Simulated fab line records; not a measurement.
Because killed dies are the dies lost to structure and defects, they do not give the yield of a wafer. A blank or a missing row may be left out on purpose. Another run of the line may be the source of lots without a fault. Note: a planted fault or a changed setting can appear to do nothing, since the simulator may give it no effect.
What tool caused it? ; flow nandHarc ; 42 wafers from 14 lots sampled at 6 of the route's 1302 steps

## WHAT THE GAUGES SHOWED, per wafer
NHARC_A_BLC_CD_MEAS_19.
lot;measured;on;cdNm (nm)
L802;day 23 18:13;cdSem-02;98 99 93
L801;day 23 19:32;cdSem-03;100 104 99
L803;day 24 16:29;cdSem-02;104 99 96
L804;day 24 18:53;cdSem-01;92 98 93
L805;day 25 23:49;cdSem-01;97 98 98
L807;day 26 02:38;cdSem-02;101 96 94
L808;day 27 04:23;cdSem-03;103 96 104
L809;day 27 07:02;cdSem-02;106 100 106
L813;day 28 07:25;cdSem-02;96 98 95
L815;day 29 21:50;cdSem-03;93 104 98
L817;day 30 09:56;cdSem-02;105 106 100
L818;day 30 23:57;cdSem-01;101 98 99
L820;day 31 16:51;cdSem-01;98 96 103
L821;day 32 11:49;cdSem-02;96 99 102

NHARC_A_M0_OVL_MEAS_10: pitch 160 nm.
lot;measured;on;overlayXNm (nm);overlayYNm (nm)
L802;day 23 21:11;overlay-02;-1.2 -1.1 -1.1;-0.3 0.0 0.8
L801;day 23 22:32;overlay-01;-0.3 0.3 -0.2;-0.1 0.0 0.0
L803;day 24 19:19;overlay-01;-1.4 -1.6 -1.0;-0.7 -0.7 -0.8
L804;day 24 21:50;overlay-01;1.0 1.2 0.8;-0.5 -0.7 -0.5
L805;day 26 02:40;overlay-02;-0.4 -0.3 0.0;-0.7 -0.7 -0.5
L807;day 26 05:37;overlay-02;1.1 0.8 1.1;-1.3 -1.3 -2.0
L808;day 27 07:23;overlay-02;0.4 0.9 0.8;0.7 0.5 1.3
L809;day 27 09:59;overlay-02;0.2 0.1 0.4;0.7 1.0 1.0
L813;day 28 10:24;overlay-02;-0.2 0.4 -0.3;-0.9 -1.4 -1.3
L815;day 30 00:49;overlay-02;14.2 14.5 14.3;-1.0 -0.8 -0.8
L817;day 30 13:49;overlay-02;14.2 15.2 14.5;1.1 1.0 1.0
L818;day 31 02:59;overlay-01;14.8 14.4 14.8;0.5 0.8 0.8
L820;day 31 19:55;overlay-02;0.9 1.1 1.5;-0.1 0.4 0.4
L821;day 32 14:47;overlay-02;0.9 1.1 1.4;1.5 1.8 1.1

NHARC_END_SORT_01.
lot;measured;on;defectLimitedYield (%);killedAtArray;killedAtOther;killedAtPeriphery;killedDies;killedOpen;killedShort
L809;day 29 03:18;prober-02;94 95 96;43 36 28;0 0 0;1 1 2;44 37 30;2 6 3;1 2 1

## TOOL THAT RAN EACH LOT (tool first, then ch and the chambers of the sampled wafers, then the start)
lot;NHARC_A_BLC_DEGAS_30;NHARC_A_M0_EXPOSE_06;NHARC_A_M0_ANNEAL_30
L802;pvdSputter-03, day 23 18:50;arfiScanner-02 ch 0, day 23 20:58;rtpAnneal-01 ch 0, day 23 22:56
L801;pvdSputter-02, day 23 20:10;arfiScanner-01 ch 0, day 23 22:17;rtpAnneal-01 ch 0, day 24 00:17
L803;pvdSputter-03, day 24 17:06;arfiScanner-01 ch 0, day 24 19:06;rtpAnneal-02 ch 0, day 24 21:06
L804;pvdSputter-03, day 24 19:29;arfiScanner-03 ch 0, day 24 21:38;rtpAnneal-01 ch 0, day 24 23:47
L805;pvdSputter-02, day 26 00:25;arfiScanner-02 ch 0, day 26 02:26;rtpAnneal-01 ch 0, day 26 04:27
L807;pvdSputter-02, day 26 03:14;arfiScanner-01 ch 0, day 26 05:24;rtpAnneal-02 ch 0, day 26 07:28
L808;pvdSputter-01, day 27 04:59;arfiScanner-03 ch 0, day 27 07:09;rtpAnneal-01 ch 0, day 27 09:08
L809;pvdSputter-01, day 27 07:38;arfiScanner-02 ch 0, day 27 09:46;rtpAnneal-01 ch 0, day 27 11:47
L813;pvdSputter-01, day 28 08:02;arfiScanner-03 ch 0, day 28 10:10;rtpAnneal-02 ch 0, day 28 12:12
L815;pvdSputter-03, day 29 22:26;arfiScanner-03 ch 0, day 30 00:35;rtpAnneal-01 ch 0, day 30 02:34
L817;pvdSputter-02, day 30 11:11;arfiScanner-03 ch 0, day 30 13:36;rtpAnneal-02 ch 0, day 30 15:38
L818;pvdSputter-02, day 31 00:33;arfiScanner-03 ch 0, day 31 02:46;rtpAnneal-01 ch 0, day 31 04:50
L820;pvdSputter-02, day 31 17:29;arfiScanner-01 ch 0, day 31 19:41;rtpAnneal-01 ch 0, day 31 22:00
L821;pvdSputter-01, day 32 12:26;arfiScanner-02 ch 0, day 32 14:34;rtpAnneal-02 ch 0, day 32 16:35
- NHARC_A_BLC_DEGAS_30: time 60 s.
- NHARC_A_M0_EXPOSE_06: exposes mask A M0, target cd 80 nm.
- NHARC_A_M0_ANNEAL_30: time 90 s.

## AS READ BY THE TOOLS THEMSELVES (means over the sampled wafers that have a number; for cases with no such wafer, the mark the record gives instead)
NHARC_A_BLC_DEGAS_30.
lot;tool;heaterPowerW (W)
L802;pvdSputter-03;434
L801;pvdSputter-02;481
L803;pvdSputter-03;424
L804;pvdSputter-03;454
L805;pvdSputter-02;525
L807;pvdSputter-02;486
L808;pvdSputter-01;450
L809;pvdSputter-01;467
L813;pvdSputter-01;479
L815;pvdSputter-03;446
L817;pvdSputter-02;496
L818;pvdSputter-02;491
L820;pvdSputter-02;508
L821;pvdSputter-01;444

NHARC_A_M0_ANNEAL_30.
lot;tool;wafer_temp_C_max
L802;rtpAnneal-01;226.2
L801;rtpAnneal-01;226.0
L803;rtpAnneal-02;226.8
L804;rtpAnneal-01;225.9
L805;rtpAnneal-01;225.9
L807;rtpAnneal-02;227.0
L808;rtpAnneal-01;226.0
L809;rtpAnneal-01;225.8
L813;rtpAnneal-02;226.4
L815;rtpAnneal-01;226.1
L817;rtpAnneal-02;226.3
L818;rtpAnneal-01;226.4
L820;rtpAnneal-01;225.9
L821;rtpAnneal-02;226.9

## THE ANSWER, worked out from the rows above alone
Rule: what is usual is taken from the lots themselves. Put in order of their means at a reading, lots are off if they are a third of the lots or fewer, leave a main group of 4 or more, and stand apart from it by a gap of 3 or more times the standard deviation of the main group's means; of several such gaps the widest counts. A main group whose means are all the same, to the digits that the tables above print for the reading, isn't used. A lot without any number at a reading at which 4 lots or more have one is off too. All remaining lots with rows at the step are treated as sound. The gauges are gone through in route order, then the tools' own readings, and for those a lot's mean is taken as printed above. The first step at which some lot is off is used, and at that step the reading that is off furthest; a lot without a number counts as furthest.
Off: L815, L817, L818 (NHARC_A_M0_OVL_MEAS_10, overlayXNm). The main group has a mean of 0.2 nm with a standard deviation of 0.84.
If a tool, at a process step before that reading, ran all the lots that are off and no sound lot after the first of them, it fits. Those tools and the gauges at NHARC_A_M0_OVL_MEAS_10 are tried in the same way. One fits: NHARC_A_M0_EXPOSE_06 on arfiScanner-03. Its last sound lot is L813 (day 28 10:10), its first lot that is off L815 (day 30 00:35): a fault that began between those two fits.

## WHAT THE SIMULATOR HAD PUT IN
Scanner matching overlay: arfiScanner-03, from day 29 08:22 on, at NHARC_A_M0_EXPOSE_06. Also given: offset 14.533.
Struck lots among those shown: L815, L817, L818. The rule above reached the same finding.
